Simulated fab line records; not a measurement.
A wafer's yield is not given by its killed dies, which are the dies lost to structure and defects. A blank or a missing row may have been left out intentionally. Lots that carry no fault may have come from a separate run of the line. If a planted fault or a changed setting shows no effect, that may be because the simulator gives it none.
Split-lot trial + flow n5Finfet + on a route of 1938 steps: 7 lots, 21 wafers read

== THE SPLIT ==
At N5_DUMMY_GATE_DESCUM_20 (chemistry O2, time 6.2 s), the setting timeS was moved away from the recipe's 6.2 s on 5 of the 21 wafers read, by -6.2% to +21.4%. All remaining wafers had this setting at the recipe value.

Reading taken at the split's own step.

== THE READING ==
CAR-EUV_of_DUMMY_GATE_COAT_09.thkNm (the simulator's own value, which no gauge read), in nm, at N5_DUMMY_GATE_DESCUM_20 (chemistry O2, time 6.2 s). There is no usual value for it anywhere in the file. Here, 16 wafers ran the recipe; their average is 26.4 nm with a standard deviation of 0.048 nm.

| wafer  | tool, chamber at the split | timeS as run, s | against the recipe | CAR-EUV_of_DUMMY_GATE_COAT_09.thkNm, nm | against lot-mates on the recipe |
|--------|----------------------------|-----------------|--------------------|-----------------------------------------|---------------------------------|
| L077.2 | rieDiel-03, 1              | 6.2             | recipe             | 26.2                                    | -                               |
| L077.5 | rieDiel-03, 3,2            | 6.2             | recipe             | 26.4                                    | -                               |
| L077.6 | rieDiel-03, 3,2            | 6.2             | recipe             | 26.4                                    | -                               |
| L080.2 | rieDiel-03, 1              | 7.528           | +21.4%             | 25.6                                    | -0.8                            |
| L080.3 | rieDiel-03, 3              | 6.2             | recipe             | 26.4                                    | -                               |
| L080.5 | rieDiel-03, 3              | 6.2             | recipe             | 26.4                                    | -                               |
| L083.1 | rieDiel-03, 0,3            | 6.2             | recipe             | 26.4                                    | -                               |
| L083.2 | rieDiel-03, 0,3            | 6.2             | recipe             | 26.4                                    | -                               |
| L083.6 | rieDiel-03, 1              | 7.159           | +15.5%             | 25.8                                    | -0.6                            |
| L087.2 | rieDiel-06, 0,1            | 6.2             | recipe             | 26.4                                    | -                               |
| L087.3 | rieDiel-06, 0,1            | 6.2             | recipe             | 26.4                                    | -                               |
| L087.6 | rieDiel-06, 3              | 6.754           | +8.9%              | 26                                      | -0.4                            |
| L088.3 | rieDiel-03, 1,2,1          | 6.2             | recipe             | 26.4                                    | -                               |
| L088.4 | rieDiel-03, 1,2,1          | 6.2             | recipe             | 26.4                                    | -                               |
| L088.5 | rieDiel-03, 1,2,1          | 6.2             | recipe             | 26.4                                    | -                               |
| L093.2 | rieDiel-06, 3,2            | 5.817           | -6.2%              | 26.4                                    | +0.0                            |
| L093.6 | rieDiel-06, 3,2            | 5.817           | -6.2%              | 26.4                                    | +0.0                            |
| L093.4 | rieDiel-06, 0              | 6.2             | recipe             | 26.4                                    | -                               |
| L095.2 | rieDiel-06, 0,2,1          | 6.2             | recipe             | 26.4                                    | -                               |
| L095.4 | rieDiel-06, 0,2,1          | 6.2             | recipe             | 26.4                                    | -                               |
| L095.5 | rieDiel-06, 0,2,1          | 6.2             | recipe             | 26.4                                    | -                               |
Rows listing several chambers each stand for several wafers; the file does not say which wafer went through which chamber.

FIT RESULTS
A straight line over all 21 wafers: CAR-EUV_of_DUMMY_GATE_COAT_09.thkNm changes by -0.0335 nm for each +1% of timeS; r = -0.94; the points scatter about the line by 0.077 nm.
The same after taking each lot's own level away (the mean of its wafers on the recipe; 21 wafers): -0.0339 nm for each +1%; r = -0.94; scatter 0.077 nm.
The reading moves by 0.73 nm for the largest change in timeS, on that fit.
From 26.33 to 26.40 nm: that is the span of the lots' own levels, equal to 1.4 times the standard deviation above.
The two slopes are in agreement: the lot-to-lot level therefore moves the slope only a little.
Check: -0.707 nm against its lot-mates is what the line predicts for one of the wafers moved furthest among these (+21.4%) when that wafer is left out of the fit. Against them it came out at -0.8 nm.

== OTHER SPLITS APPLIED TO THESE WAFERS ==
Note: prior to the reading, these wafers also went through further splits. Each is held against what the fit with the lots' levels taken away leaves over:
| other split on the same wafers | wafers away from the commonest value | r with CAR-EUV_of_DUMMY_GATE_COAT_09.thkNm (lot level and that fit taken away) |
|--------------------------------|--------------------------------------|--------------------------------------------------------------------------------|
| N5_FIN_SAQP_PECVD_06 timeS     | 10                                   | -0.13                                                                          |
| N5_FIN_SAQP_PEB_14 pebTimeS    | 12                                   | -0.45                                                                          |
| N5_DUMMY_GATE_EXPOSE_12 doseMj | 7                                    | -0.27                                                                          |

== THE FILE'S OWN FIT ==
CAR-EUV_of_DUMMY_GATE_COAT_09.thkNm changes by -0.0368 nm for each +1% of timeS, r = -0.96.
